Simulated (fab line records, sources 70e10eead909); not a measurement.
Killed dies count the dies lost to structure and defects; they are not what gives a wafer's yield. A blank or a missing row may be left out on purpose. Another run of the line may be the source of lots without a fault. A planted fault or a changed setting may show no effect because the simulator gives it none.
Chamber matching | flow nandHarc | NHARC_A_STAIRCASE_TRIM_220 on rieDiel-03 has 4 sister chambers
The step chemistry O2, time 211.2 s. 4 wafers are shown with their chamber, then 10 later ones without.

WAFERS WITH THEIR CHAMBER
wafer  | chamber | showerheadPlenumPTorr (Torr)
L083.1 | 0       | 3.27
L083.6 | 1       | 3.55
L089.2 | 2       | 3.33
L089.3 | 3       | 3.36

WAFERS MISSING THEIR CHAMBER
wafer  | showerheadPlenumPTorr (Torr)
L089.5 | 3.36
L094.3 | 3.32
L094.4 | 3.53
L094.6 | 3.79
L096.1 | 3.78
L096.2 | 3.32
L096.5 | 3.52
L097.3 | 3.78
L097.4 | 3.31
L097.5 | 3.52

CHAMBER TAKEN BY EACH
wafer  | from the rows above               | in truth
L089.5 | can't be placed: 3 or 2 or 0 or 1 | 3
L094.3 | can't be placed: 2 or 3 or 0 or 1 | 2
L094.4 | can't be placed: 1 or 3 or 2 or 0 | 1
L094.6 | can't be placed: 1 or 3 or 2      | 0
L096.1 | can't be placed: 1 or 3 or 2      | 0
L096.2 | can't be placed: 2 or 3 or 0 or 1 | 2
L096.5 | can't be placed: 1 or 3 or 2 or 0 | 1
L097.3 | can't be placed: 1 or 3 or 2      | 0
L097.4 | can't be placed: 2 or 0 or 3 or 1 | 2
L097.5 | can't be placed: 1 or 3 or 2 or 0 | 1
0 of 10 placed correctly. Not placeable from these rows: 10 (in 7, the candidates include the true chamber). Placed wrongly: 0.
How it was worked out, from the rows above alone: a wafer's distance from a chamber is the root of the sum, over the readings, of the square of ((its reading less the chamber's mean) divided by the reading's scatter). If the next closest chamber is less than 2 further off than the closest, the wafer can't be placed; otherwise it belongs to the closest. A chamber's mean is the mean of its shown wafers. The scatter: root of mean squared gap, hidden wafer to nearest shown wafer, with one shown wafer a chamber.
